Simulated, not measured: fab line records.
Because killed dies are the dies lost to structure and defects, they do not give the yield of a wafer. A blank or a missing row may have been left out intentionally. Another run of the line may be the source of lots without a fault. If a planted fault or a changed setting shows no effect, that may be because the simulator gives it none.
Split-lot experiment / flow n5-finfet / route with 1938 steps; 7 lots, 39 wafers read

## ON THE SPLIT
At N5_BEOL_M4_ETCH_70 (etches SOC in N2/H2, target depth 80 nm, overetch 24 nm, time 130 s), the setting time-s was moved away from the recipe's 130 s on 15 of the 39 wafers read, by -58.0% to +32.2%. For the rest of the wafers, this setting stayed at what the recipe calls for.

The split's own step is where the reading is taken.

## THE READING
SiARC_of_BEOL_M4_COAT_68.thk-nm (the simulator's own value, which no gauge read), in nm, at N5_BEOL_M4_ETCH_70 (etches SOC in N2/H2, target depth 80 nm, overetch 24 nm, time 130 s). The file gives no usual value for it. Here, 24 wafers ran the recipe; their average is 5.9 nm with a standard deviation of 0.21 nm.

wafer=L074.1; tool, chamber at the split=rie-diel-04, 0; time-s as run, s=163.9; against the recipe=+26.1%; SiARC_of_BEOL_M4_COAT_68.thk-nm, nm=4.2; against lot-mates on the recipe=-1.7
wafer=L074.2; tool, chamber at the split=rie-diel-04, 3; time-s as run, s=163.9; against the recipe=+26.1%; SiARC_of_BEOL_M4_COAT_68.thk-nm, nm=4.2; against lot-mates on the recipe=-1.7
wafer=L074.3; tool, chamber at the split=rie-diel-04, 2; time-s as run, s=130; against the recipe=recipe; SiARC_of_BEOL_M4_COAT_68.thk-nm, nm=5.8; against lot-mates on the recipe=-
wafer=L074.4; tool, chamber at the split=rie-diel-04, 1; time-s as run, s=130; against the recipe=recipe; SiARC_of_BEOL_M4_COAT_68.thk-nm, nm=6; against lot-mates on the recipe=-
wafer=L074.5; tool, chamber at the split=rie-diel-04, 1; time-s as run, s=163.9; against the recipe=+26.1%; SiARC_of_BEOL_M4_COAT_68.thk-nm, nm=4.2; against lot-mates on the recipe=-1.7
wafer=L074.6; tool, chamber at the split=rie-diel-04, 2; time-s as run, s=130; against the recipe=recipe; SiARC_of_BEOL_M4_COAT_68.thk-nm, nm=5.8; against lot-mates on the recipe=-
wafer=L079.3; tool, chamber at the split=rie-diel-02, 0; time-s as run, s=130; against the recipe=recipe; SiARC_of_BEOL_M4_COAT_68.thk-nm, nm=6.2; against lot-mates on the recipe=-
wafer=L079.5; tool, chamber at the split=rie-diel-02, 1; time-s as run, s=130; against the recipe=recipe; SiARC_of_BEOL_M4_COAT_68.thk-nm, nm=5.8; against lot-mates on the recipe=-
wafer=L079.6; tool, chamber at the split=rie-diel-02, 0; time-s as run, s=130; against the recipe=recipe; SiARC_of_BEOL_M4_COAT_68.thk-nm, nm=6.2; against lot-mates on the recipe=-
wafer=L082.1; tool, chamber at the split=rie-diel-01, 2; time-s as run, s=130; against the recipe=recipe; SiARC_of_BEOL_M4_COAT_68.thk-nm, nm=5.8; against lot-mates on the recipe=-
wafer=L082.2; tool, chamber at the split=rie-diel-01, 3; time-s as run, s=130; against the recipe=recipe; SiARC_of_BEOL_M4_COAT_68.thk-nm, nm=6.2; against lot-mates on the recipe=-
wafer=L082.3; tool, chamber at the split=rie-diel-01, 0; time-s as run, s=130; against the recipe=recipe; SiARC_of_BEOL_M4_COAT_68.thk-nm, nm=6.2; against lot-mates on the recipe=-
wafer=L082.4; tool, chamber at the split=rie-diel-01, 1; time-s as run, s=130; against the recipe=recipe; SiARC_of_BEOL_M4_COAT_68.thk-nm, nm=6; against lot-mates on the recipe=-
wafer=L082.5; tool, chamber at the split=rie-diel-01, 1; time-s as run, s=130; against the recipe=recipe; SiARC_of_BEOL_M4_COAT_68.thk-nm, nm=6; against lot-mates on the recipe=-
wafer=L082.6; tool, chamber at the split=rie-diel-01, 2; time-s as run, s=130; against the recipe=recipe; SiARC_of_BEOL_M4_COAT_68.thk-nm, nm=5.8; against lot-mates on the recipe=-
wafer=L084.1; tool, chamber at the split=rie-diel-02, 3; time-s as run, s=171.8; against the recipe=+32.2%; SiARC_of_BEOL_M4_COAT_68.thk-nm, nm=3.8; against lot-mates on the recipe=-1.8
wafer=L084.2; tool, chamber at the split=rie-diel-02, 1; time-s as run, s=171.8; against the recipe=+32.2%; SiARC_of_BEOL_M4_COAT_68.thk-nm, nm=3.6; against lot-mates on the recipe=-2.0
wafer=L084.3; tool, chamber at the split=rie-diel-02, 2; time-s as run, s=130; against the recipe=recipe; SiARC_of_BEOL_M4_COAT_68.thk-nm, nm=5.6; against lot-mates on the recipe=-
wafer=L084.4; tool, chamber at the split=rie-diel-02, 3; time-s as run, s=171.8; against the recipe=+32.2%; SiARC_of_BEOL_M4_COAT_68.thk-nm, nm=3.8; against lot-mates on the recipe=-1.8
wafer=L084.5; tool, chamber at the split=rie-diel-02, 2; time-s as run, s=130; against the recipe=recipe; SiARC_of_BEOL_M4_COAT_68.thk-nm, nm=5.6; against lot-mates on the recipe=-
wafer=L084.6; tool, chamber at the split=rie-diel-02, 1; time-s as run, s=130; against the recipe=recipe; SiARC_of_BEOL_M4_COAT_68.thk-nm, nm=5.6; against lot-mates on the recipe=-
wafer=L085.1; tool, chamber at the split=rie-diel-02, 3; time-s as run, s=54.57; against the recipe=-58.0%; SiARC_of_BEOL_M4_COAT_68.thk-nm, nm=9.4; against lot-mates on the recipe=+3.5
wafer=L085.2; tool, chamber at the split=rie-diel-02, 2; time-s as run, s=130; against the recipe=recipe; SiARC_of_BEOL_M4_COAT_68.thk-nm, nm=5.6; against lot-mates on the recipe=-
wafer=L085.3; tool, chamber at the split=rie-diel-02, 0; time-s as run, s=130; against the recipe=recipe; SiARC_of_BEOL_M4_COAT_68.thk-nm, nm=6.2; against lot-mates on the recipe=-
wafer=L085.4; tool, chamber at the split=rie-diel-02, 1; time-s as run, s=54.57; against the recipe=-58.0%; SiARC_of_BEOL_M4_COAT_68.thk-nm, nm=9.4; against lot-mates on the recipe=+3.5
wafer=L085.5; tool, chamber at the split=rie-diel-02, 1; time-s as run, s=130; against the recipe=recipe; SiARC_of_BEOL_M4_COAT_68.thk-nm, nm=5.8; against lot-mates on the recipe=-
wafer=L085.6; tool, chamber at the split=rie-diel-02, 2; time-s as run, s=54.57; against the recipe=-58.0%; SiARC_of_BEOL_M4_COAT_68.thk-nm, nm=9.4; against lot-mates on the recipe=+3.5
wafer=L089.1; tool, chamber at the split=rie-diel-01, 0; time-s as run, s=130; against the recipe=recipe; SiARC_of_BEOL_M4_COAT_68.thk-nm, nm=6; against lot-mates on the recipe=-
wafer=L089.2; tool, chamber at the split=rie-diel-01, 2; time-s as run, s=130; against the recipe=recipe; SiARC_of_BEOL_M4_COAT_68.thk-nm, nm=5.8; against lot-mates on the recipe=-
wafer=L089.3; tool, chamber at the split=rie-diel-01, 3; time-s as run, s=66.31; against the recipe=-49.0%; SiARC_of_BEOL_M4_COAT_68.thk-nm, nm=9; against lot-mates on the recipe=+3.1
wafer=L089.4; tool, chamber at the split=rie-diel-01, 1; time-s as run, s=130; against the recipe=recipe; SiARC_of_BEOL_M4_COAT_68.thk-nm, nm=5.8; against lot-mates on the recipe=-
wafer=L089.5; tool, chamber at the split=rie-diel-01, 1; time-s as run, s=66.31; against the recipe=-49.0%; SiARC_of_BEOL_M4_COAT_68.thk-nm, nm=8.8; against lot-mates on the recipe=+2.9
wafer=L089.6; tool, chamber at the split=rie-diel-01, 2; time-s as run, s=66.31; against the recipe=-49.0%; SiARC_of_BEOL_M4_COAT_68.thk-nm, nm=8.8; against lot-mates on the recipe=+2.9
wafer=L094.1; tool, chamber at the split=rie-diel-02, 0; time-s as run, s=130; against the recipe=recipe; SiARC_of_BEOL_M4_COAT_68.thk-nm, nm=6; against lot-mates on the recipe=-
wafer=L094.2; tool, chamber at the split=rie-diel-02, 1; time-s as run, s=130; against the recipe=recipe; SiARC_of_BEOL_M4_COAT_68.thk-nm, nm=5.6; against lot-mates on the recipe=-
wafer=L094.3; tool, chamber at the split=rie-diel-02, 2; time-s as run, s=130; against the recipe=recipe; SiARC_of_BEOL_M4_COAT_68.thk-nm, nm=5.6; against lot-mates on the recipe=-
wafer=L094.4; tool, chamber at the split=rie-diel-02, 3; time-s as run, s=96.68; against the recipe=-25.6%; SiARC_of_BEOL_M4_COAT_68.thk-nm, nm=7.4; against lot-mates on the recipe=+1.7
wafer=L094.5; tool, chamber at the split=rie-diel-02, 3; time-s as run, s=96.68; against the recipe=-25.6%; SiARC_of_BEOL_M4_COAT_68.thk-nm, nm=7.4; against lot-mates on the recipe=+1.7
wafer=L094.6; tool, chamber at the split=rie-diel-02, 0; time-s as run, s=96.68; against the recipe=-25.6%; SiARC_of_BEOL_M4_COAT_68.thk-nm, nm=7.6; against lot-mates on the recipe=+1.9

THE FIT
A straight line over all 39 wafers: SiARC_of_BEOL_M4_COAT_68.thk-nm changes by -0.0622 nm for each +1% of time-s; r = -0.99; the points scatter about the line by 0.18 nm.
The same after taking each lot's own level away (the mean of its wafers on the recipe; 39 wafers): -0.0613 nm for each +1%; r = -1.00; scatter 0.15 nm.
On that fit, the largest move of time-s shifts the reading by 3.6 nm.
From 5.60 to 6.07 nm: that is the span of the lots' own levels, equal to 2.2 times the standard deviation above.
So the lot-to-lot level changes the slope little: the two slopes agree.
Check: with one of the wafers moved furthest among these (-58.0%) left out of the fit, the line predicts +3.58 nm for it against its lot-mates. It came out at +3.53 nm against them.

## THE WHOLE CHAIN: every reading that the file lists as answering this split, in the file's order
step=N5_BEOL_M4_ETCH_70; what it does=etches SOC in N2/H2, target depth 80 nm, overetch 24 nm, time 130 s; reading=etch.depth-nm (the simulator's own value, which no gauge read); change (the file's fit)=not straight: 44.63 at the lowest setting, 60.04 at the recipe, 59.77 at the highest; r (the file's)=not given
step=N5_BEOL_M4_ETCH_70; what it does=etches SOC in N2/H2, target depth 80 nm, overetch 24 nm, time 130 s; reading=SiARC_of_BEOL_M4_COAT_68.thk-nm (the simulator's own value, which no gauge read); change (the file's fit)=-0.0614 nm for each +1% of the setting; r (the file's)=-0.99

## THE FILE'S OWN FIT
SiARC_of_BEOL_M4_COAT_68.thk-nm changes by -0.0614 nm for each +1% of time-s, r = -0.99.
